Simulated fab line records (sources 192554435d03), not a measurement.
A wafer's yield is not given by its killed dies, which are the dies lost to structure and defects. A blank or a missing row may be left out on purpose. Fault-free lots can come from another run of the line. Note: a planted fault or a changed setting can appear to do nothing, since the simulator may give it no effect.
What tool caused it? ; flow n5Finfet ; Sampling: 9 lots, 27 wafers, 6 of 1938 route steps

WHAT THE GAUGES READ, wafer by wafer
N5_WELL_APT_CD_MEAS_25: target cd 200 nm. Usual: cdNm at 199.1 nm, with a standard deviation of 1.3.
lot;measured;on;cdNm (nm);flag
L638;day 2 09:09;cdSem-03;199.8 200.1 199.3;
L641;day 3 02:43;cdSem-02;200.1 200.0 200.4;
L642;day 3 08:59;cdSem-02;202.9 201.5 201.4;
L643;day 3 14:56;cdSem-03;199.3 198.1 196.9;
L644;day 3 20:49;cdSem-03;199.3 199.0 197.9;
L646;day 4 09:17;cdSem-02;197.1 199.0 198.3;
L648;day 4 20:48;cdSem-02;196.9 195.4 198.2;
L656;day 6 21:13;cdSem-03;199.8 198.7 197.8;
L658;day 7 09:17;cdSem-02;197.5 199.0 200.3;

N5_PMOS_HMC_CHANNEL_EPI_OVL_MEAS_10. Usual: PMOS_HMC_BLK_OVL gives -0.3 nm (standard deviation 0.83).
lot;measured;on;PMOS_HMC_BLK_OVL (nm);flag
L638;day 2 11:28;overlay-01;-0.6 0.0 0.8;
L641;day 3 05:01;overlay-01;-1.2 0.2 -1.1;
L642;day 3 11:24;overlay-01;0.1 -0.4 0.7;
L643;day 3 17:13;overlay-01;0.1 -0.1 0.1;
L644;day 3 23:12;overlay-02;0.2 -0.6 -1.1;
L646;day 4 11:49;overlay-02;0.4 -0.8 -0.7;
L648;day 4 22:53;overlay-01;0.1 -0.8 -1.6;
L656;day 6 23:27;overlay-02;27.6 28.0 29.6;OFF
L658;day 7 11:42;overlay-02;28.6 28.7 27.7;OFF

N5_BEOL_M4_RC_MEAS_101. Usual: DIBL_N 36.4 mV/V, standard deviation 1.3; DIBL_P 36.5 mV/V, standard deviation 1.7; IOFF_N 0.154 nA/um, standard deviation 0.022; IOFF_P 0.202 nA/um, standard deviation 0.025; ION_N 671 uA/um, standard deviation 9.8; ION_P 460 uA/um, standard deviation 6.8; SS_N 71.6 mV/dec, standard deviation 0.54; SS_P 73.4 mV/dec, standard deviation 0.58; VT_N 250.9 mV, standard deviation 2.8; VT_P -251.4 mV, standard deviation 2.7.
lot;measured;on;DIBL_N (mV/V);DIBL_P (mV/V);IOFF_N (nA/um);IOFF_P (nA/um);ION_N (uA/um);ION_P (uA/um);SS_N (mV/dec);SS_P (mV/dec);VT_N (mV);VT_P (mV);flag
L638;day 8 14:12;prober-02;39.3 36.8 35.7;38.5 36.2 34.4;0.174 0.132 0.116;0.185 0.155 0.142;669 662 657;447 446 444;72.4 71.7 71.4;74.5 72.9 73.5;252.2 253.1 258.6;-256.8 -256.9 -256.9;
L641;day 9 13:07;prober-02;37.8 36.2 36.0;37.6 35.6 35.5;0.182 0.152 0.147;0.234 0.199 0.197;680 684 681;470 466 466;71.4 70.8 71.3;73.9 73.4 73.8;247.4 249.2 248.4;-247.5 -249.2 -248.3;
L642;day 10 04:04;prober-02;35.0 35.8 35.1;35.0 36.2 34.2;0.147 0.169 0.147;0.186 0.206 0.174;666 679 666;460 465 449;71.6 71.2 71.5;73.4 73.2 73.8;252.3 249.0 252.8;-252.5 -253.1 -252.6;
L643;day 10 06:40;prober-02;36.6 35.6 35.2;37.3 35.2 35.7;0.159 0.135 0.135;0.232 0.194 0.200;669 664 669;466 461 471;71.8 71.9 70.7;74.1 73.4 73.5;250.7 253.0 251.4;-248.4 -250.1 -249.6;
L644;day 10 08:23;prober-01;36.8 34.7 35.9;37.6 35.0 36.6;0.163 0.129 0.149;0.205 0.174 0.195;674 655 672;460 453 467;71.6 71.5 71.7;73.1 73.2 73.2;249.0 253.7 250.0;-249.7 -253.0 -250.1;
L646;day 10 12:19;prober-02;36.7 35.6 36.3;37.2 36.0 37.2;0.154 0.136 0.152;0.200 0.178 0.200;664 664 668;453 461 459;71.4 71.0 71.6;73.1 73.7 73.6;250.5 254.1 250.8;-254.0 -253.2 -250.2;
L648;day 10 14:43;prober-02;36.2 35.1 34.2;36.7 35.4 33.9;0.164 0.143 0.132;0.205 0.187 0.176;681 671 671;464 459 458;71.7 71.8 71.3;72.6 72.5 72.5;250.9 252.5 251.3;-250.8 -251.6 -253.4;
L656;day 12 23:37;prober-02;38.7 37.7 38.3;40.7 40.3 41.4;0.203 0.184 0.213;0.250 0.238 0.267;671 675 679;462 457 461;73.0 72.1 72.4;74.1 74.4 73.9;248.8 249.9 248.1;-248.9 -249.7 -247.8;
L658;day 13 17:35;prober-01;36.1 37.4 37.3;37.4 38.9 38.9;0.157 0.189 0.187;0.192 0.220 0.211;677 685 669;453 465 455;71.5 71.6 71.8;73.3 74.2 73.7;247.4 245.6 248.7;-252.0 -250.3 -251.6;

WHICH TOOL RAN EACH LOT (tool, then ch and the chambers of the sampled wafers, then the start)
lot;N5_WELL_APT_DESCUM_30;N5_WELL_APT_RTA_34;N5_PMOS_HMC_CHANNEL_EPI_EXPOSE_06
L638;rieDiel-05 ch 0,1,3, day 2 09:16;rtpAnneal-02 ch 0, day 2 10:03;arfiScanner-01 ch 0, day 2 11:19
L641;rieDiel-06 ch 1,2, day 3 02:47;rtpAnneal-02 ch 0, day 3 03:50;arfiScanner-01 ch 0, day 3 04:52
L642;rieDiel-02 ch 0,1, day 3 09:05;rtpAnneal-02 ch 0, day 3 09:51;arfiScanner-03 ch 0, day 3 11:14
L643;rieDiel-02 ch 1,2,3, day 3 15:01;rtpAnneal-02 ch 0, day 3 15:47;arfiScanner-03 ch 0, day 3 17:03
L644;rieDiel-05 ch 1,3, day 3 20:54;rtpAnneal-02 ch 0, day 3 21:41;arfiScanner-02 ch 0, day 3 23:03
L646;rieDiel-02 ch 1,2,3, day 4 09:22;rtpAnneal-02 ch 0, day 4 10:17;arfiScanner-02 ch 0, day 4 11:40
L648;rieDiel-02 ch 1,3, day 4 20:53;rtpAnneal-01 ch 0, day 4 21:40;arfiScanner-03 ch 0, day 4 22:43
L656;rieDiel-05 ch 0,3, day 6 21:18;rtpAnneal-01 ch 0, day 6 22:08;arfiScanner-03 ch 0, day 6 23:19
L658;rieDiel-02 ch 1,2,3, day 7 09:23;rtpAnneal-01 ch 0, day 7 10:09;arfiScanner-03 ch 0, day 7 11:33
- N5_WELL_APT_DESCUM_30: chemistry O2, time 7.9 s.
- N5_WELL_APT_RTA_34: time 10 s.
- N5_PMOS_HMC_CHANNEL_EPI_EXPOSE_06: exposes mask PMOS HMC BLK, target cd 240 nm.

AS READ BY THE TOOLS THEMSELVES (means over the sampled wafers that have a number; for cases with no such wafer, the mark the record gives instead)
N5_WELL_APT_DESCUM_30. Usual: value, then standard deviation, for each; drypumpMotorCurrentA 5.8 A / 0.43; oesProductAu 0.76 a.u. / 0.071; rfFwdPowerW 49.66 W / 0.17; rfVppV 242.8 V / 1.4; showerheadPlenumPTorr 2.06 Torr / 0.066; tempC 40.00 C / 0.13; throttleValvePct 20.55 % / 0.24.
lot;tool;drypumpMotorCurrentA (A);oesProductAu (a.u.);rfFwdPowerW (W);rfVppV (V);showerheadPlenumPTorr (Torr);tempC (C);throttleValvePct (%);flag
L638;rieDiel-05;5.5;0.80;49.57;243.4;2.06;40.01;20.31;
L641;rieDiel-06;5.9;0.73;49.55;242.9;2.09;40.13;20.42;
L642;rieDiel-02;5.3;0.74;49.80;241.8;2.00;40.05;20.40;
L643;rieDiel-02;5.7;0.75;49.81;242.0;2.06;39.97;20.67;
L644;rieDiel-05;5.3;0.71;49.79;242.6;2.06;39.91;20.41;
L646;rieDiel-02;5.8;0.74;49.86;242.4;2.06;40.01;20.68;
L648;rieDiel-02;5.4;0.74;49.86;242.1;2.00;40.02;20.50;
L656;rieDiel-05;5.7;0.77;49.73;243.6;2.05;39.93;20.32;
L658;rieDiel-02;5.8;0.73;49.79;241.9;2.05;40.02;20.71;

N5_WELL_APT_RTA_34. Usual: lampPowerPct 13.00 %, standard deviation 0.056; lamp_zone_1_pct 12.995 %, standard deviation 0.03; lamp_zone_3_pct 12.994 %, standard deviation 0.028; lamp_zone_7_pct 13.43 %, standard deviation 0.031; wafer_temp_C_max 1003.4, standard deviation 1.
lot;tool;lampPowerPct (%);lamp_zone_1_pct (%);lamp_zone_3_pct (%);lamp_zone_7_pct (%);wafer_temp_C_max;flag
L638;rtpAnneal-02;12.98;12.983;12.959;13.42;1002.9;
L641;rtpAnneal-02;13.02;12.963;12.998;13.44;1003.6;
L642;rtpAnneal-02;12.98;12.985;13.011;13.44;1003.0;
L643;rtpAnneal-02;13.07;13.007;13.009;13.44;1004.0;
L644;rtpAnneal-02;13.03;12.992;13.011;13.45;1003.6;
L646;rtpAnneal-02;12.96;13.033;12.974;13.43;1004.5;
L648;rtpAnneal-01;13.02;12.994;12.990;13.43;1003.7;
L656;rtpAnneal-01;13.00;12.998;12.981;13.45;1002.2;
L658;rtpAnneal-01;13.03;13.012;12.979;13.42;1002.3;

N5_PMOS_HMC_CHANNEL_EPI_EXPOSE_06. Usual: reticleTempC at 22.99 C, with a standard deviation of 0.11.
lot;tool;reticleTempC (C);flag
L638;arfiScanner-01;22.86;
L641;arfiScanner-01;22.90;
L642;arfiScanner-03;23.04;
L643;arfiScanner-03;23.01;
L644;arfiScanner-02;22.93;
L646;arfiScanner-02;23.02;
L648;arfiScanner-03;23.09;
L656;arfiScanner-03;22.87;
L658;arfiScanner-03;22.93;

THE ANSWER, worked out from the rows above alone
Rule: a lot is off if the mean of its wafers that have a number lies more than 3 standard deviations from the usual mean. Also off: a lot with no number at a reading for which 4 or more lots have one. All remaining lots with rows at the step are treated as sound. After the gauges, taken in route order, come the tools' own readings; for these a lot's mean is taken, as printed above. The first step at which some lot is off is used, and at that step the reading that is off furthest; a lot without a number counts as furthest.
Off: at N5_PMOS_HMC_CHANNEL_EPI_OVL_MEAS_10 (PMOS_HMC_BLK_OVL), L656, L658.
A tool fits if, at a process step before that reading, it ran every lot that is off, and no sound lot after the first of them. Those tools and the gauges at N5_PMOS_HMC_CHANNEL_EPI_OVL_MEAS_10 are tried in the same way. Can't be told from this: 3 tools fit, rtpAnneal-01 at N5_WELL_APT_RTA_34, arfiScanner-03 at N5_PMOS_HMC_CHANNEL_EPI_EXPOSE_06, overlay-02 at N5_PMOS_HMC_CHANNEL_EPI_OVL_MEAS_10.

WHAT THE SIMULATOR HAD PUT IN
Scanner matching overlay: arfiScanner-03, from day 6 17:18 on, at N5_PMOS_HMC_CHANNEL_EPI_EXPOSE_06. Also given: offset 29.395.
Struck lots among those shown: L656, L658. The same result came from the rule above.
